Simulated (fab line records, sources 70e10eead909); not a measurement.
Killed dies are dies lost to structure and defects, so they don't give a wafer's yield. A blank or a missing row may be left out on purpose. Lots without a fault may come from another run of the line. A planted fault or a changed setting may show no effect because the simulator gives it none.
fab line records | flow nand_harc | part 1 of 2: steps 1 to 3 of 6
record lots=22 wafers=66 last_day=25
route steps=1159 shown A_SGD_CUT@761 A_SLIT@793 A_CONTACT@864
lots that met no fault: from a run of the same line without faults
start_h: hours from the record's first day to the start of the lot's first wafer shown | wait_h: hours since the lot's step before | " the same as in the row above | L1.1+2: a row that stands for several wafers | - no value, or no start given | * or withheld: withheld | < > ~ a bound
route shown NAME@n: a module of which the file shows steps, and the number in the route of the first | usual: mean/standard deviation of fault-free wafers | same: alike in all rows | chamber/n: place in a boat | sites: the reading at each site | _std_site: their standard deviation | _edge_site: outer sites' mean less inner sites' | radius_mm: how far each site lies from the wafer's centre | mask NAME#n: copy n | behind: the tool/chamber that last shaped the wafer | hold: why the lot was held/for how many hours/how that ended | device: the transistor (n, p or np) that didn't switch | end of line: the same wafers' tests at the end of the route | a step without rows: its recipe alone | killed: dies lost to structure and defects at the first sort, not the wafer's yield | map: a wafer's dies, x killed, . not, _ none there
set.NAME: the setting as run; set.NAME@STEP: as run at that earlier step | model.NAME: the simulator's own value behind a step, which no gauge read
steps of the route over a sample of lots; a table a step, a row a wafer
services: from which hour (start_h, from the record's first day; less than 0 if before it) a tool's chamber was out of use, for how many hours, and why
## steps
# step NHARC_A_SGD_CUT_DESCUM_14
# recipe time_s=3 o2_flow_sccm=200 ar_flow_sccm=0 bias_power_w=0 chemistry=O2
# usual drypump_motor_current_A=5.6/0.33 oes_product_au=0.997/0.011 rf_vpp_V=57.8/0.89 showerhead_plenum_p_Torr=1.92/0.077 throttle_valve_pct=11.312/0.0096
# columns lot.wafer tool chamber start_h wait_h drypump_motor_current_A oes_product_au rf_hours_counter_h rf_vpp_V showerhead_plenum_p_Torr throttle_valve_pct
L075.4 rie_diel-11 3 317.83 0.1 5.8 1.009 9 57.0 1.83 11.291
L075.6 " 2 " " 6.0 1.011 - 56.8 1.78 11.331
L075.5 " 3 " " 5.8 1.014 - 57.5 1.83 11.319
L076.1 rie_diel-11 3 317.99 0.1 5.8 1.012 9 58.0 1.83 11.306
L076.4 " 0 " " 5.6 0.986 7 57.1 1.96 11.309
L076.6 " 2 " " 6.0 1.001 - 56.9 1.78 11.317
L078.3 rie_diel-04 2 318.33 0.1 5.4 1.015 2 56.7 1.95 11.304
L078.5 " 1 " " 5.7 0.978 - 58.9 1.95 11.319
L078.6 " 2 " " 5.4 1.013 - 59.1 1.95 11.320
L077.3 rie_diel-01 3 328.44 0.1 4.9 0.987 1 57.5 1.84 11.313
L077.6 " 0 " " 5.3 0.979 - 57.3 1.98 11.320
L077.5 " 1 " " 5.7 0.990 - 56.9 1.97 11.314
L079.2 rie_diel-11 2 329.07 0.1 6.0 1.014 9 58.0 1.78 11.319
L079.1 " 0 " " 5.7 1.001 7 58.6 1.96 11.311
L079.5 " 1 " " 5.6 1.013 - 58.6 2.05 11.309
L082.4 rie_diel-11 0 361.07 0.1 5.6 0.989 10 58.4 1.96 11.319
L082.3 " 1 " " 5.6 1.015 12 58.8 2.05 11.307
L082.5 " 3 " " 5.8 0.997 - 56.7 1.83 11.317
L081.1 rie_diel-04 1 361.58 0.1 5.7 0.979 5 58.0 1.94 11.324
L081.4 " 2 " " 5.4 1.014 5 58.2 1.95 11.299
L081.5 " 2 " " 5.4 0.997 - 58.5 1.95 11.321
L084.1 rie_diel-01 3 371.30 0.1 4.9 0.988 4 57.0 1.83 11.302
L084.2 " 1 " " 5.7 0.980 5 57.5 1.97 11.319
L084.6 " 3 " " 4.9 0.988 - 56.3 1.83 11.312
L085.1 rie_diel-04 1 372.28 0.1 5.7 0.990 6 59.3 1.94 11.315
L085.3 " 2 " " 5.4 1.002 6 58.0 1.95 11.320
L085.2 " 3 " " 5.9 1.004 7 57.9 1.94 11.322
L083.3 rie_diel-01 2 373.04 0.1 5.4 1.004 5 57.7 1.90 11.319
L083.2 " 1 " " 5.7 0.991 6 57.4 1.97 11.311
L083.5 " 2 " " 5.4 1.006 - 58.0 1.90 11.303
L087.4 rie_diel-04 2 381.52 0.1 5.4 0.994 7 59.0 1.95 11.306
L087.1 " 1 " " 5.7 0.989 7 56.5 1.94 11.328
L087.6 " 3 " " 5.8 1.001 - 57.7 1.94 11.320
L086.1 rie_diel-01 2 381.78 0.1 5.4 0.998 6 57.4 1.90 11.308
L086.2 " 0 " " 5.3 0.988 6 57.5 1.98 11.318
L086.6 " 2 " " 5.4 0.996 - 57.7 1.90 11.310
L090.2 rie_diel-11 2 386.86 0.1 6.0 1.002 0 56.6 1.78 11.322
L090.3 " 3 " " 5.7 1.001 0 57.2 1.83 11.306
L090.6 " 1 " " 5.6 0.995 - 58.9 2.05 11.322
L088.1 rie_diel-01 3 387.15 0.1 4.9 0.992 6 57.8 1.83 11.314
L088.3 " 2 " " 5.4 1.009 7 58.0 1.90 11.320
L088.5 " 3 " " 4.9 0.980 - 58.1 1.83 11.337
L089.4 rie_diel-11 0 408.33 0.1 5.6 0.994 2 58.8 1.96 11.302
L089.1 " 1 " " 5.6 0.997 2 59.2 2.05 11.291
L089.5 " 3 " " 5.7 1.004 - 57.9 1.83 11.315
L094.3 rie_diel-01 2 414.16 0.1 5.4 1.015 11 58.6 1.90 11.320
L094.2 " 3 " " 4.8 0.982 10 57.7 1.83 11.315
L094.5 " 1 " " 5.7 0.985 - 58.2 1.97 11.315
L092.3 rie_diel-04 2 414.60 0.1 5.4 1.013 11 58.0 1.94 11.300
L092.6 " 1 " " 5.7 0.989 - 56.8 1.94 11.320
L092.5 " 2 " " 5.4 1.001 - 58.1 1.94 11.300
L091.2 rie_diel-11 0 414.76 0.1 5.7 0.991 2 56.4 1.96 11.313
L091.3 " 1 " " 5.6 0.991 2 57.8 2.05 11.318
L091.5 " 3 " " 5.8 1.008 - 56.9 1.83 11.297
L093.2 rie_diel-04 0 436.11 0.1 6.2 0.997 12 57.0 2.05 11.318
L093.5 " 3 " " 5.8 1.008 - 59.7 1.94 11.317
L093.4 " 2 " " 5.4 1.009 - 59.0 1.94 11.332
L096.3 rie_diel-04 2 454.04 0.1 5.4 0.999 15 56.7 1.94 11.312
L096.6 " 1 " " 5.7 1.001 - 58.6 1.94 11.311
L096.5 " 2 " " 5.4 1.014 - 57.7 1.94 11.312
L095.1 rie_diel-11 0 454.22 0.1 5.6 0.992 4 57.6 1.96 11.305
L095.3 " 2 " " 6.1 0.991 6 57.0 1.78 11.304
L095.5 " 0 " " 5.6 0.986 - 58.8 1.96 11.303
L097.1 rie_diel-01 3 454.40 0.1 4.8 0.979 15 58.1 1.83 11.297
L097.6 " 3 " " 4.9 0.983 - 56.7 1.83 11.309
L097.5 " 2 " " 5.4 0.998 - 58.4 1.90 11.316
# step NHARC_A_SGD_CUT_ETCH_15
# recipe target_depth_a=750 time_s=64.3 ch3f_flow_sccm=50 o2_flow_sccm=30 ar_flow_sccm=200 rf_w=500 bias_w=100 chemistry=CH3F/O2
# usual drypump_motor_current_A=5.6/0.32 oes_product_au=0.959/0.016 rf_vpp_V=264.2/1.6 showerhead_plenum_p_Torr=2.48/0.096 throttle_valve_pct=20.662/0.0098
# columns lot.wafer tool chamber start_h wait_h drypump_motor_current_A oes_product_au rf_hours_counter_h rf_vpp_V showerhead_plenum_p_Torr throttle_valve_pct
L075.4 rie_diel-11 1 - - 5.6 0.996 9 267.1 2.63 20.669
L075.5 " 1 " " 5.6 0.991 - 264.9 2.63 20.659
L075.6 " 2 " " 6.0 0.977 - 262.8 2.30 20.663
L076.4 rie_diel-11 3 - - 5.8 0.959 9 260.6 2.35 20.655
L076.1 " 0 " " 5.6 0.955 7 264.2 2.52 20.658
L076.6 " 3 " " 5.7 0.961 - 262.0 2.35 20.653
L078.3 rie_diel-04 1 - - 5.7 0.924 2 265.2 2.50 20.658
L078.6 " 2 " " 5.4 0.954 - 265.2 2.50 20.651
L078.5 " 1 " " 5.7 0.937 - 264.2 2.50 20.661
L077.3 rie_diel-01 3 - - 4.9 0.951 1 261.7 2.36 20.677
L077.6 " 3 " " 4.9 0.942 - 262.4 2.36 20.673
L077.5 " 0 " " 5.3 0.931 - 265.2 2.54 20.666
L079.2 rie_diel-11 1 - - 5.6 0.979 10 266.4 2.63 20.653
L079.1 " 3 " " 5.8 0.980 10 263.1 2.35 20.659
L079.5 " 1 " " 5.6 0.981 - 266.7 2.63 20.660
L082.3 rie_diel-11 3 - - 5.8 0.963 12 261.2 2.35 20.656
L082.4 " 0 " " 5.6 0.975 10 265.4 2.51 20.672
L082.5 " 0 " " 5.6 0.979 - 264.2 2.51 20.653
L081.1 rie_diel-04 1 - - 5.7 0.949 5 263.4 2.50 20.681
L081.4 " 2 " " 5.4 0.971 6 263.3 2.50 20.682
L081.5 " 0 " " 6.1 0.963 - 266.9 2.63 20.662
L084.2 rie_diel-01 2 - - 5.4 0.980 5 262.9 2.45 20.658
L084.1 " 3 " " 4.9 0.951 5 264.5 2.36 20.674
L084.6 " 0 " " 5.3 0.952 - 266.0 2.54 20.649
L085.2 rie_diel-04 3 - - 5.8 0.931 7 265.3 2.49 20.666
L085.3 " 0 " " 6.1 0.939 6 267.2 2.63 20.665
L085.1 " 1 " " 5.7 0.931 7 267.0 2.50 20.667
L083.2 rie_diel-01 2 - - 5.4 0.926 6 263.5 2.44 20.664
L083.3 " 0 " " 5.3 0.926 5 267.2 2.54 20.659
L083.5 " 3 " " 4.9 0.925 - 263.2 2.36 20.668
L087.1 rie_diel-04 2 - - 5.4 0.945 7 264.0 2.50 20.691
L087.4 " 3 " " 5.8 0.938 8 264.4 2.49 20.651
L087.6 " 0 " " 6.2 0.942 - 266.2 2.63 20.673
L086.1 rie_diel-01 0 - - 5.3 0.969 6 264.8 2.54 20.654
L086.2 " 3 " " 4.9 0.975 6 262.7 2.36 20.653
L086.6 " 0 " " 5.3 0.974 - 264.6 2.54 20.665
L090.3 rie_diel-11 1 - - 5.6 0.958 0 265.6 2.63 20.661
L090.2 " 3 " " 5.8 0.979 1 261.5 2.35 20.645
L090.6 " 0 " " 5.7 0.952 - 266.1 2.52 20.674
L088.1 rie_diel-01 3 - - 4.9 0.957 6 261.2 2.36 20.651
L088.3 " 0 " " 5.3 0.958 6 265.6 2.54 20.667
L088.5 " 2 " " 5.4 0.985 - 264.9 2.44 20.653
L089.4 rie_diel-11 2 - - 6.0 0.979 2 261.6 2.29 20.647
L089.1 " 0 " " 5.6 0.949 2 265.1 2.51 20.672
L089.5 " 2 " " 6.0 0.976 - 262.0 2.29 20.662
L094.3 rie_diel-01 0 - - 5.3 0.958 10 265.2 2.54 20.643
L094.2 " 1 " " 5.7 0.959 11 265.5 2.53 20.651
L094.5 " 0 " " 5.3 0.968 - 266.0 2.54 20.653
L092.3 rie_diel-04 2 - - 5.4 0.965 11 266.1 2.50 20.655
L092.6 " 1 " " 5.7 0.942 - 264.5 2.50 20.657
L092.5 " 2 " " 5.4 0.964 - 262.6 2.50 20.664
L091.3 rie_diel-11 3 - - 5.8 0.961 3 262.3 2.35 20.672
L091.2 " 1 " " 5.6 0.967 3 266.4 2.63 20.658
L091.5 " 3 " " 5.8 0.969 - 261.6 2.35 20.679
L093.2 rie_diel-04 3 - - 5.9 0.955 13 264.7 2.49 20.650
L093.4 " 2 " " 5.4 0.971 - 263.5 2.50 20.660
L093.5 " 3 " " 5.8 0.952 - 265.0 2.49 20.670
L096.3 rie_diel-04 0 - - 6.2 0.977 16 266.1 2.63 20.664
L096.6 " 2 " " 5.4 0.962 - 263.6 2.50 20.669
L096.5 " 3 " " 5.9 0.974 - 263.4 2.49 20.675
L095.1 rie_diel-11 0 - - 5.6 0.948 4 264.0 2.51 20.673
L095.3 " 1 " " 5.6 0.957 6 265.0 2.63 20.655
L095.5 " 0 " " 5.6 0.954 - 265.2 2.51 20.682
L097.1 rie_diel-01 2 - - 5.4 0.959 17 264.1 2.44 20.664
L097.6 " 3 " " 4.9 0.952 - 262.2 2.36 20.664
L097.5 " 1 " " 5.7 0.944 - 264.7 2.53 20.654
# step NHARC_A_SGD_CUT_STRIP_28
# recipe time_s=20 o2_flow_sccm=500 ar_flow_sccm=0 bias_w=0 chemistry=O2
# usual drypump_motor_current_A=5.6/0.33 oes_product_au=0.997/0.01 rf_vpp_V=57.8/0.89 showerhead_plenum_p_Torr=3.56/0.14 throttle_valve_pct=17.037/0.009
# columns lot.wafer tool chamber start_h wait_h drypump_motor_current_A oes_product_au rf_hours_counter_h rf_vpp_V showerhead_plenum_p_Torr throttle_valve_pct
L075.4 rie_diel-01 0 - - 5.3 0.989 0 57.2 3.64 17.030
L075.6 " 3 " " 4.9 0.993 - 58.2 3.39 17.043
L075.5 " 0 " " 5.3 0.981 - 58.2 3.64 17.032
L076.4 rie_diel-04 3 - - 5.8 1.016 4 57.1 3.58 17.021
L076.1 " 0 " " 6.2 1.014 3 58.5 3.77 17.027
L076.6 " 1 " " 5.7 0.995 - 58.0 3.58 17.030
L078.3 rie_diel-11 2 - - 6.0 1.015 8 56.3 3.30 17.033
L078.5 " 0 " " 5.6 1.007 - 56.4 3.61 17.025
L078.6 " 1 " " 5.6 1.019 - 59.2 3.77 17.055
L079.2 rie_diel-01 1 - - 5.7 0.996 2 58.7 3.63 17.027
L079.1 " 3 " " 4.9 0.993 2 57.9 3.39 17.037
L079.5 " 0 " " 5.3 0.983 - 59.2 3.64 17.031
L077.3 rie_diel-11 1 337.83 0.2 5.6 1.019 10 59.7 3.77 17.031
L077.5 " 3 " " 5.8 1.010 - 56.9 3.38 17.053
L077.6 " 1 " " 5.6 1.017 - 57.8 3.77 17.039
L082.4 rie_diel-04 0 - - 6.2 1.000 6 58.0 3.76 17.027
L082.3 " 1 " " 5.7 0.999 6 58.9 3.58 17.039
L082.5 " 0 " " 6.2 1.004 - 59.1 3.76 17.048
L081.1 rie_diel-01 1 - - 5.7 0.995 5 58.9 3.63 17.051
L081.4 " 0 " " 5.3 0.995 4 58.8 3.64 17.036
L081.5 " 1 " " 5.7 0.994 - 58.3 3.63 17.037
L085.1 rie_diel-04 3 - - 5.8 1.001 8 58.4 3.58 17.033
L085.3 " 1 " " 5.7 0.994 7 56.8 3.58 17.035
L085.2 " 2 " " 5.4 1.000 7 57.9 3.58 17.036
L084.1 rie_diel-01 2 - - 5.4 0.992 6 57.9 3.51 17.043
L084.2 " 3 " " 4.9 0.990 6 56.7 3.39 17.019
L084.6 " 2 " " 5.4 1.004 - 57.4 3.51 17.036
L083.2 rie_diel-11 1 - - 5.6 1.000 0 57.8 3.77 17.032
L083.3 " 0 " " 5.6 0.993 0 59.1 3.61 17.035
L083.5 " 1 " " 5.6 1.004 - 57.6 3.77 17.039
L086.2 rie_diel-01 2 - - 5.4 1.010 7 57.9 3.51 17.045
L086.1 " 0 " " 5.3 0.998 6 58.4 3.64 17.026
L086.6 " 2 " " 5.4 0.999 - 57.2 3.51 17.037
L087.1 rie_diel-11 2 387.84 0.2 6.1 0.989 1 58.1 3.30 17.043
L087.4 " 2 " " 6.0 0.999 - 56.0 3.30 17.028
L087.6 " 3 " " 5.8 0.993 - 57.8 3.38 17.040
L088.3 rie_diel-11 1 - - 5.6 0.989 1 58.6 3.77 17.050
L088.1 " 2 " " 6.0 0.996 1 58.2 3.30 17.034
L088.5 " 2 " " 6.0 0.992 - 54.7 3.30 17.027
L090.3 rie_diel-04 0 - - 6.2 0.996 9 58.3 3.76 17.052
L090.2 " 1 " " 5.7 0.995 9 58.1 3.58 17.057
L090.6 " 2 " " 5.4 1.006 - 57.2 3.58 17.038
L089.4 rie_diel-11 2 - - 6.0 1.000 3 57.5 3.30 17.028
L089.1 " 0 " " 5.6 0.991 2 58.8 3.61 17.036
L089.5 " 2 " " 6.1 0.991 - 57.9 3.30 17.024
L094.3 rie_diel-04 1 - - 5.7 0.992 11 57.0 3.58 17.036
L094.2 " 3 " " 5.8 0.982 12 57.7 3.58 17.050
L094.5 " 1 " " 5.7 0.984 - 58.9 3.58 17.031
L091.3 rie_diel-11 3 - - 5.8 0.986 3 56.4 3.38 17.030
L091.2 " 1 " " 5.6 0.978 3 58.3 3.76 17.033
L091.5 " 3 " " 5.8 1.001 - 57.9 3.38 17.039
L092.3 rie_diel-01 0 - - 5.3 0.988 11 59.3 3.64 17.039
L092.6 " 3 " " 4.9 0.979 - 56.8 3.39 17.045
L092.5 " 0 " " 5.3 0.976 - 57.7 3.64 17.037
L093.2 rie_diel-04 0 442.57 0.1 6.2 0.997 13 59.0 3.76 17.034
L093.5 " 2 " " 5.4 0.998 - 57.5 3.58 17.052
L093.4 " 3 " " 5.9 0.991 - 57.9 3.57 17.041
L095.3 rie_diel-11 3 - - 5.8 0.982 6 57.0 3.38 17.033
L095.1 " 1 " " 5.6 0.974 6 57.2 3.76 17.037
L095.5 " 3 " " 5.8 0.992 - 57.1 3.38 17.032
L096.3 rie_diel-01 0 460.17 0.1 5.3 0.984 12 57.7 3.64 17.045
L096.6 " 3 " " 4.9 0.981 - 56.7 3.39 17.037
L096.5 " 0 " " 5.3 0.993 - 57.1 3.64 17.028
L097.1 rie_diel-04 0 - - 6.2 0.998 16 57.9 3.76 17.023
L097.6 " 2 " " 5.4 1.015 - 56.7 3.58 17.036
L097.5 " 3 " " 5.8 0.995 - 57.7 3.57 17.040
